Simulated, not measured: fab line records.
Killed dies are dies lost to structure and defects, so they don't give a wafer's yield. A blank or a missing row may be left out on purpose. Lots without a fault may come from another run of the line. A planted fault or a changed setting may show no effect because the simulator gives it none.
fab line records	flow n5Finfet
record lots=6	wafers=18	lastDay=17
route steps=1938 shown BEOL_M6@1221 PASSIVATION@1936
lots with no fault: from the same line, run without faults
startH: the number of hours between the record's first day and the start of the first shown wafer of the lot	waitH: time in hours since the lot's previous step	" unchanged from the row above	L1.1+2: one row covering several wafers at once	- either no value or no given start	* or withheld: withheld	< > ~ a bound
route shown NAME@n: NAME is a module with steps in the file, n the number in the route of the first one	usual: mean/standard deviation taken from wafers without a fault	same: alike in all rows	chamber/n: place in a boat	sites: the reading at each site	_std_site: how widely they spread, as a standard deviation	_edge_site: the outer-site mean with the inner-site mean subtracted	radiusMm: how far each site lies from the wafer's centre	mask NAME#n: copy n	behind: the most recent tool/chamber to have shaped the wafer	hold: reason for holding the lot/hours on hold/outcome of the hold	device: whichever transistor did not switch (one of n, p or np)	end of line: tests run on the same wafers once the route is complete	a step without rows: its recipe alone	killed: dies that structure and defects cost at the first sort, which is not the same as the wafer's yield	map: per-die view of a wafer (x killed, . not killed, _ where there is no die)
set.NAME: the run value of the setting; set.NAME@STEP: its run value at that earlier step	model.NAME: the simulator's own value behind a step, which no gauge read
lots at some steps of the route; a table a step, a row a wafer
services: from which hour (startH, from the record's first day; less than 0 if before it) a tool's chamber was out of use, for how many hours, and why
## steps
# step N5_BEOL_M6_COAT_22
# recipe resist=CAR-EUV	spinRpm=1500	resistThkNm=30
# step N5_BEOL_M6_EBR_24
# recipe solvent=PGMEA	ebrWidthMm=1.5
# step N5_BEOL_M6_SOFTBAKE_23
# recipe tempC=110	timeS=60	resist=CAR-EUV
# step N5_BEOL_M6_EXPOSE_25
# recipe maskId=V5	na=0.33	sourceShape=annular	sigmaInner=0.4	sigmaOuter=0.8	polarization=unpolarized	targetCdNm=40	doseMj=45
# step N5_BEOL_M6_PEB_26
# recipe pebTempC=100	pebTimeS=60	resist=CAR-EUV
# step N5_BEOL_M6_DEVELOP_27
# recipe developTimeS=30	developer=TMAH	resist=CAR-EUV	rinseLiquid=surfactantRinse	dry=airSpin	devTempC=23
# step N5_BEOL_M6_CD_MEAS_28
# recipe targetCdNm=40	landingEnergyEv=500	detector=seInlens
# usual cdNm=40.05/0.23
lot.wafer	tool	chamber	startH	waitH	cdNm
L145.4	cdSem-02	0	195.29	-	39.70
L145.5	"	0	"	"	39.92
L145.6	"	0	"	"	39.70
L149.1	cdSem-03	0	220.41	-	39.90
L149.5	"	0	"	"	40.02
L149.6	"	0	"	"	39.67
L159.3	cdSem-03	0	280.10	-	39.78
L159.5	"	0	"	"	39.77
L159.6	"	0	"	"	39.64
L166.1	cdSem-01	0	314.38	-	40.16
L166.2	"	0	"	"	40.05
L166.6	"	0	"	"	39.97
L165.2	cdSem-01	0	316.53	-	40.28
L165.4	"	0	"	"	39.93
L165.6	"	0	"	"	40.31
L168.2	cdSem-03	0	334.67	-	39.76
L168.4	"	0	"	"	40.20
L168.6	"	0	"	"	40.38
# step N5_BEOL_M6_OVL_MEAS_29
# recipe pointsPerWafer=522
# usual V5_OVL=0.3/0.68
lot.wafer	tool	chamber	startH	waitH	V5_OVL[nm]
L145.4	overlay-02	0	195.33	0.0	0.9
L145.5	"	0	"	"	0.6
L145.6	"	0	"	"	0.6
L149.1	overlay-02	0	220.44	0.0	-0.2
L149.5	"	0	"	"	0.7
L149.6	"	0	"	"	-0.6
L159.3	overlay-02	0	280.14	0.0	1.2
L159.5	"	0	"	"	1.4
L159.6	"	0	"	"	1.0
L166.1	overlay-01	0	314.41	0.0	-0.1
L166.2	"	0	"	"	0.2
L166.6	"	0	"	"	0.5
L165.2	overlay-02	0	316.57	0.0	0.6
L165.4	"	0	"	"	0.8
L165.6	"	0	"	"	0.6
L168.2	overlay-02	0	334.71	0.0	-0.3
L168.4	"	0	"	"	0.8
L168.6	"	0	"	"	0.8
# step N5_BEOL_M6_INSPECT_30
# recipe mode=adi	inspectInstrument=brightfield
# usual rawDefectCount=419/86
lot.wafer	tool	chamber	startH	waitH	rawDefectCount
L145.4	defectInspect-01	-	195.38	0.0	511
L145.5	"	-	"	"	558
L145.6	"	-	"	"	456
L149.1	defectInspect-01	-	220.50	0.1	468
L149.5	"	-	"	"	394
L149.6	"	-	"	"	617
L159.3	defectInspect-02	-	280.18	0.0	270
L159.5	"	-	"	"	306
L159.6	"	-	"	"	396
L166.1	defectInspect-02	-	314.47	0.1	395
L166.2	"	-	"	"	376
L166.6	"	-	"	"	308
L165.2	defectInspect-02	-	316.62	0.0	317
L165.4	"	-	"	"	285
L165.6	"	-	"	"	319
L168.2	defectInspect-01	-	334.76	0.0	381
L168.4	"	-	"	"	367
L168.6	"	-	"	"	487
# step N5_BEOL_M6_DESCUM_33
# recipe chemistry=O2	timeS=7	sourcePowerW=50	biasPowerW=20	pressureMtorr=20	rfFrequencyHz=2.712e+07	tempC=40	resist=CAR-EUV	o2FlowSccm=225
# usual drypumpMotorCurrentA=5.8/0.43	oesProductAu=0.84/0.085	rfVppV=243.3/1.3	showerheadPlenumPTorr=2.11/0.069	tempC=40.00/0.11	throttleValvePct=20.28/0.13
# same timeS=7
lot.wafer	tool	chamber	startH	waitH	drypumpMotorCurrentA	oesProductAu	rfHoursCounterH	rfVppV	showerheadPlenumPTorr	tempC	throttleValvePct
L145.4	rieDiel-03	3	195.41	0.0	6.1	0.84	69	243.2	2.11	40.17	20.32
L145.5	"	2	"	"	4.8	0.95	-	242.6	2.05	40.22	20.19
L145.6	"	1	"	"	6.2	0.88	-	243.6	2.15	40.00	20.47
L149.1	rieDiel-03	3	220.84	0.3	6.1	0.83	77	241.3	2.11	40.05	20.34
L149.5	"	1	"	"	6.3	0.86	-	245.0	2.15	40.29	20.48
L149.6	"	0	"	"	5.7	0.92	-	242.0	2.03	39.87	20.15
L159.3	rieDiel-03	0	280.22	0.0	5.7	0.88	36	242.3	2.03	39.99	20.18
L159.5	"	3	"	"	6.1	0.80	-	244.2	2.10	39.83	20.34
L159.6	"	2	"	"	4.8	0.89	-	241.8	2.04	40.06	20.23
L166.1	rieDiel-03	2	314.90	0.4	4.8	0.86	36	243.8	2.03	39.91	20.25
L166.2	"	1	"	"	6.2	0.83	60	243.0	2.14	40.04	20.53
L166.6	"	2	"	"	4.8	0.86	-	241.8	2.03	40.09	20.27
L165.2	rieDiel-03	3	316.75	0.1	6.1	0.80	104	244.3	2.10	39.89	20.38
L165.4	"	0	"	"	5.7	0.86	49	241.6	2.02	40.07	20.19
L165.6	"	1	"	"	6.2	0.84	-	243.8	2.14	39.99	20.53
L168.2	rieDiel-02	2	334.79	0.0	5.9	0.70	227	241.1	1.98	39.95	20.47
L168.4	"	1	"	"	5.6	0.86	34	243.6	2.22	39.97	20.20
L168.6	"	0	"	"	5.9	0.82	-	242.3	2.10	39.90	20.34
# step N5_BEOL_M6_ETCH_72
# recipe chemistry=N2/H2	target=underlayer	targetDepthA=65	maskMaterial=CAR-EUV	timeS=5.2	ionEnergyEv=200	pressureMtorr=30	sourceW=840	biasW=150	n2FlowSccm=200	h2FlowSccm=200	ends=cleared
# usual biasW=150.0/0.43	drypumpMotorCurrentA=5.8/0.43	etchRfOnTimeS=5.15/0.098	n2FlowSccm=200.0/0.63	oesProductAu=0.72/0.076	rfVppV=524.2/2.5	showerheadPlenumPTorr=2.56/0.077	throttleValvePct=17.71/0.17
lot.wafer	tool	chamber	startH	waitH	biasW	drypumpMotorCurrentA	etchRfOnTimeS	n2FlowSccm	oesProductAu	rfHoursCounterH	rfVppV	showerheadPlenumPTorr	throttleValvePct
L145.4	rieDiel-03	3	195.44	0.0	150.0	6.1	5.19	199.6	0.72	69	527.1	2.57	17.76
L145.5	"	2	"	"	149.4	4.8	4.98	200.2	0.83	-	522.1	2.48	17.54
L145.6	"	1	"	"	150.3	6.3	5.13	200.0	0.76	-	524.6	2.60	17.83
L149.1	rieDiel-03	3	220.88	0.0	150.3	6.1	5.26	200.0	0.70	77	525.8	2.57	17.78
L149.5	"	1	"	"	149.9	6.3	5.14	200.2	0.75	-	527.2	2.60	17.84
L149.6	"	0	"	"	150.2	5.8	5.03	199.0	0.79	-	520.9	2.49	17.79
L159.3	rieDiel-03	0	280.25	0.0	149.8	5.7	5.00	200.2	0.76	36	521.8	2.48	17.80
L159.5	"	3	"	"	150.1	6.1	5.27	200.1	0.69	-	526.1	2.56	17.81
L159.6	"	2	"	"	149.7	4.8	4.99	199.1	0.76	-	520.2	2.48	17.59
L166.1	rieDiel-03	2	314.93	0.0	150.4	4.8	5.04	199.3	0.75	36	522.0	2.47	17.60
L166.2	"	1	"	"	150.6	6.2	5.16	199.6	0.72	60	524.9	2.59	17.90
L166.6	"	2	"	"	149.6	4.8	4.98	199.8	0.76	-	521.0	2.47	17.58
L165.2	rieDiel-03	3	316.78	0.0	150.6	6.1	5.31	200.7	0.67	104	524.1	2.56	17.84
L165.4	"	0	"	"	150.8	5.8	5.12	201.0	0.72	49	523.3	2.47	17.83
L165.6	"	1	"	"	149.5	6.3	5.17	200.9	0.71	-	524.3	2.59	17.90
L168.2	rieDiel-02	2	334.83	0.0	150.1	5.9	5.17	199.9	0.59	227	522.7	2.43	18.14
L168.4	"	1	"	"	150.6	5.6	5.02	200.6	0.76	34	525.2	2.69	17.49
L168.6	"	0	"	"	150.2	5.9	5.11	200.7	0.69	-	523.0	2.55	17.78
# step N5_BEOL_M6_ETCH_65
# recipe chemistry=CF4	target=SiARC	targetDepthA=156	maskMaterial=CAR-EUV	timeS=26	ionEnergyEv=80	pressureMtorr=40	sourceW=545	biasW=36	Ar_flow_sccm=100	cf4FlowSccm=100	ends=cleared
# usual biasW=36.01/0.12	drypumpMotorCurrentA=5.8/0.43	etchRfOnTimeS=25.9/0.48	oesProductAu=0.72/0.074	rfVppV=184.3/1.1	showerheadPlenumPTorr=2.16/0.065	throttleValvePct=15.46/0.12
lot.wafer	tool	chamber	startH	waitH	biasW	drypumpMotorCurrentA	etchRfOnTimeS	oesProductAu	rfHoursCounterH	rfVppV	showerheadPlenumPTorr	throttleValvePct
L145.4	rieDiel-03	3	195.46	0.0	35.81	6.1	26.2	0.71	69	184.8	2.16	15.54
L145.5	"	2	"	"	35.81	4.8	25.4	0.83	-	183.2	2.10	15.37
L145.6	"	1	"	"	35.97	6.3	26.2	0.76	-	185.7	2.19	15.47
L149.1	rieDiel-03	3	220.89	0.0	36.08	6.1	26.2	0.70	77	182.7	2.16	15.57
L149.5	"	1	"	"	35.92	6.2	25.7	0.75	-	184.2	2.18	15.46
L149.6	"	0	"	"	35.98	5.7	25.2	0.79	-	184.2	2.11	15.37
L159.3	rieDiel-03	0	280.27	0.0	35.92	5.8	25.8	0.75	36	183.5	2.10	15.42
L159.5	"	3	"	"	36.02	6.1	26.7	0.68	-	184.5	2.16	15.60
L159.6	"	2	"	"	36.05	4.8	25.5	0.76	-	182.8	2.09	15.42
L166.1	rieDiel-03	2	314.95	0.0	36.02	4.8	25.2	0.74	36	183.6	2.09	15.46
L166.2	"	1	"	"	35.95	6.2	25.7	0.72	60	184.0	2.17	15.52
L166.6	"	2	"	"	36.07	4.8	25.2	0.75	-	184.1	2.09	15.44
L165.2	rieDiel-03	3	316.80	0.0	35.97	6.1	26.6	0.68	104	183.6	2.15	15.62
L165.4	"	0	"	"	36.15	5.7	25.5	0.73	49	184.3	2.10	15.46
L165.6	"	1	"	"	36.16	6.3	26.2	0.71	-	184.8	2.17	15.54
L168.2	rieDiel-02	2	334.85	0.0	36.00	5.9	25.9	0.60	227	182.6	2.03	15.75
L168.4	"	1	"	"	36.08	5.6	25.2	0.76	34	185.8	2.26	15.34
L168.6	"	0	"	"	36.03	5.9	25.3	0.70	-	184.4	2.15	15.54
# step N5_BEOL_M6_ETCH_66
# recipe chemistry=N2/H2	target=SOC	targetDepthA=800	overetchA=160	maskMaterial=SiARC	tempC=40	timeS=120	ionEnergyEv=200	pressureMtorr=30	sourceW=840	biasW=150	n2FlowSccm=200	h2FlowSccm=200
# usual biasW=150.0/0.42	drypumpMotorCurrentA=5.8/0.43	n2FlowSccm=200.0/0.62	oesProductAu=0.64/0.063	rfVppV=524.4/2.4	showerheadPlenumPTorr=2.56/0.077	tempC=39.99/0.1	throttleValvePct=17.67/0.17
# same timeS=120
lot.wafer	tool	chamber	startH	waitH	biasW	drypumpMotorCurrentA	n2FlowSccm	oesProductAu	rfHoursCounterH	rfVppV	showerheadPlenumPTorr	tempC	throttleValvePct	model.SiARC_of_BEOL_M6_COAT_64.thkNm	model.BEOL_M6.cdNm
L145.4	rieDiel-03	3	195.49	0.0	149.9	6.1	200.1	0.64	69	524.3	2.57	39.96	17.73	6.4	40.2
L145.5	"	2	"	"	149.8	4.8	199.6	0.73	-	521.3	2.48	39.90	17.50	6.2	39.8
L145.6	"	1	"	"	149.9	6.2	200.1	0.68	-	524.3	2.60	39.85	17.78	6.4	40
L149.1	rieDiel-03	3	220.92	0.0	149.4	6.1	199.7	0.63	77	524.3	2.57	40.16	17.75	6.2	40
L149.5	"	1	"	"	149.6	6.2	199.3	0.66	-	525.3	2.60	40.06	17.78	6.2	40
L149.6	"	0	"	"	151.0	5.8	200.0	0.69	-	521.7	2.49	39.78	17.71	6	39.8
L159.3	rieDiel-03	0	280.30	0.0	149.9	5.8	200.5	0.67	36	521.9	2.48	39.69	17.76	6.2	39.6
L159.5	"	3	"	"	149.8	6.1	200.2	0.62	-	523.4	2.56	39.99	17.79	6.4	40.2
L159.6	"	2	"	"	149.0	4.8	200.1	0.67	-	523.9	2.47	40.02	17.54	6.2	40
L166.1	rieDiel-03	2	314.98	0.0	150.1	4.8	200.5	0.65	36	520.9	2.47	40.14	17.55	8	39.6
L166.2	"	1	"	"	150.0	6.3	200.9	0.65	60	525.6	2.59	40.12	17.85	8.2	39.2
L166.6	"	2	"	"	150.3	4.8	200.4	0.66	-	522.3	2.47	40.20	17.57	8	39.6
L165.2	rieDiel-03	3	316.83	0.0	150.4	6.1	200.0	0.61	104	524.4	2.56	39.80	17.80	8.2	39.4
L165.4	"	0	"	"	150.5	5.8	200.1	0.65	49	522.9	2.47	39.99	17.77	8	39
L165.6	"	1	"	"	149.9	6.2	199.3	0.63	-	524.2	2.59	39.97	17.85	8.2	39.2
L168.2	rieDiel-02	2	334.87	0.0	150.7	5.9	199.6	0.53	227	519.8	2.43	40.14	18.08	6.6	40
L168.4	"	1	"	"	149.8	5.6	199.9	0.67	34	528.5	2.70	40.06	17.44	6.4	40
L168.6	"	0	"	"	150.2	5.9	199.7	0.62	-	525.7	2.55	39.88	17.74	6.2	40
# step N5_BEOL_M6_STRIP_69
# recipe chemistry=N2/H2	tempC=40	n2FlowSccm=200	h2FlowSccm=200	rfFrequencyHz=6e+07
# step N5_BEOL_M6_STRIP_73
# recipe chemistry=N2/H2	tempC=40	n2FlowSccm=200	h2FlowSccm=200	rfFrequencyHz=6e+07
# step N5_BEOL_M6_VIA_ETCH_34
# recipe chemistry=C4F6/O2	target=SiCOH_lowk	targetDepthA=1263	maskMaterial=SOC	taperDeg=4	timeS=50.9	ionEnergyEv=250	pressureMtorr=30	sourceW=345	biasW=185	Ar_flow_sccm=300	C4F6_flow_sccm=10	O2_flow_sccm=10
# usual biasW=185.0/0.47	drypumpMotorCurrentA=5.8/0.43	oesProductAu=0.84/0.087	rfVppV=672/15	showerheadPlenumPTorr=2.88/0.089	throttleValvePct=20.82/0.11
# same timeS=50.9
lot.wafer	tool	chamber	startH	waitH	biasW	drypumpMotorCurrentA	oesProductAu	rfHoursCounterH	rfVppV	showerheadPlenumPTorr	throttleValvePct	model.BEOL_M6.cdNm
L145.4	rieDiel-03	3	195.59	0.0	185.1	6.1	0.84	69	687	2.87	20.80	40
L145.5	"	2	"	"	185.8	4.8	0.96	-	670	2.81	20.78	39.6
L145.6	"	1	"	"	183.6	6.2	0.89	-	679	2.93	20.98	40.2
L149.1	rieDiel-03	3	221.02	0.0	186.1	6.1	0.82	77	687	2.87	20.84	40
L149.5	"	1	"	"	184.8	6.2	0.88	-	679	2.93	20.98	40.2
L149.6	"	0	"	"	185.1	5.7	0.91	-	676	2.80	20.79	39.8
L159.3	rieDiel-03	0	280.40	0.0	184.8	5.8	0.88	36	677	2.80	20.79	39.6
L159.5	"	3	"	"	184.2	6.1	0.81	-	687	2.86	20.85	40.2
L159.6	"	2	"	"	185.6	4.8	0.89	-	673	2.80	20.83	39.8
L166.1	rieDiel-03	2	315.08	0.0	184.5	4.8	0.88	36	672	2.79	20.84	39.4
L166.2	"	1	"	"	185.0	6.2	0.84	60	679	2.92	21.01	39.2
L166.6	"	2	"	"	184.9	4.8	0.87	-	672	2.79	20.86	39.4
L165.2	rieDiel-03	3	316.93	0.0	185.5	6.1	0.80	104	688	2.86	20.86	39.6
L165.4	"	0	"	"	185.2	5.8	0.87	49	677	2.79	20.85	39
L165.6	"	1	"	"	184.6	6.2	0.84	-	678	2.91	21.04	39.2
L168.2	rieDiel-02	2	334.97	0.0	184.9	5.9	0.70	227	640	2.71	21.04	40
L168.4	"	1	"	"	184.7	5.6	0.89	34	661	3.00	20.61	40
L168.6	"	0	"	"	184.7	5.9	0.82	-	684	2.86	20.86	40
# step N5_BEOL_M6_STRIP_76
# recipe chemistry=C4F6/O2	resist=SiARC	rfFrequencyHz=6e+07
# step N5_PASSIVATION_PROBE_49
# usual defectLimitedYield=91.4/1.5	killed_at_M0_to_M3=32/9.8	killed_at_M4_up=15/5.6	killedAtContacts=12/5.4	killedAtFrontEnd=40/13	killedAtOther=3.0/2.1	killedDies=102/17	killedOnRim=14/4.4	killedOpen=67/13	killedShort=32/7.1	sort_bin_5_function=5.1/0.96	sort_bin_6_memory=3.2/0.7	sortNPass=1078/18	sortYieldPct=91.3/1.5
# same grossDies=1180	killedAtBackSide=0	sort_bin_4_leakage[%]=0	sort_bin_8_speed[%]=0
lot.wafer	tool	chamber	startH	waitH	defectLimitedYield[%]	killed_at_M0_to_M3	killed_at_M4_up	killedAtContacts	killedAtFrontEnd	killedAtOther	killedDies	killedOnRim	killedOpen	killedShort	sort_bin_5_function[%]	sort_bin_6_memory[%]	sortNPass	sortYieldPct[%]
L145.4	prober-01	-	288.14	0.2	91.4	34	22	17	27	2	102	10	63	36	4.9	3.3	1078	91.4
L145.5	prober-01	-	288.19	0.2	91.6	26	23	9	40	1	99	10	63	35	5.6	2.5	1081	91.6
L145.6	prober-01	-	288.24	0.3	89.4	36	14	6	65	4	125	16	72	50	6.2	3.9	1055	89.4
# killed by level:class
L145.4 MOL_CONTACT_COAG:geometricParticle:open=13 BEOL_M0_SAQP:geometricParticle:open=11 FIN_SAQP:geometricParticle:short=8 BEOL_M0_SAQP:geometricParticle:short=7 BEOL_M4:geometricParticle:open=7 BEOL_M0:geometricParticle:open=5 BEOL_M4:geometricParticle:short=5 STI_FIN_REVEAL:geometricParticle:open=4
L145.5 BEOL_M4:geometricParticle:open=15 STI_FIN_REVEAL:geometricParticle:open=14 BEOL_M0_SAQP:geometricParticle:short=11 GATE_CUT:geometricParticle:short=6 MOL_CONTACT_COAG:geometricParticle:open=6 BEOL_M3:geometricParticle:open=6 BEOL_M0_SAQP:geometricParticle:open=4 BEOL_M4:geometricParticle:short=4
L145.6 FIN_SAQP:geometricParticle:short=19 STI_FIN_REVEAL:geometricParticle:open=16 BEOL_M0_SAQP:geometricParticle:open=11 FIN_SAQP:geometricParticle:open=8 STI_FIN_REVEAL:geometricParticle:short=7 BEOL_M4:geometricParticle:open=6 ILD0:geometricParticle:short=5 BEOL_M0_SAQP:geometricParticle:short=5
## services
tool	chamber	startH	hours	kind
rieDiel-03	-	212.07	0.1	repair
rieDiel-02	1	219.16	-	clean
rieDiel-02	1	219.16	-	consumableReplace:focusRing
rieDiel-02	1	219.16	-	consumableReplace:showerhead
rieDiel-02	1	219.16	21.4	scheduledDown
rieDiel-02	1	219.16	21.4	ventCycle
rieDiel-03	-	223.88	15.6	pm
rieDiel-02	3	311.75	-	clean
rieDiel-02	3	311.75	-	consumableReplace:focusRing
rieDiel-02	3	311.75	20.7	scheduledDown
rieDiel-02	3	311.75	20.7	ventCycle
## key
firstSign none at tools or gauges
modelEffect step=N5_BEOL_M6_ETCH_66	value=SiARC_of_BEOL_M6_COAT_64.thkNm	without=6.167	struck=8.1
modelEffect step=N5_BEOL_M6_VIA_ETCH_34	value=BEOL_M6.cdNm	without=40.03	struck=39.3
metAt N5_BEOL_M6_ETCH_66
struckWafers L165.2,L165.4,L165.6,L166.1,L166.2,L166.6
onsetBetween 280.30 314.98
alsoFits N5_BEOL_M6_DESCUM_33:rieDiel-03,N5_BEOL_M6_ETCH_72:rieDiel-03,N5_BEOL_M6_ETCH_65:rieDiel-03
fault kind=processParameterDrift	tool=rieDiel-03	chamber=-	onsetH=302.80	steps=N5_BEOL_M6_ETCH_66	channel=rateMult	offset=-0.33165	shape=step	endH=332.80
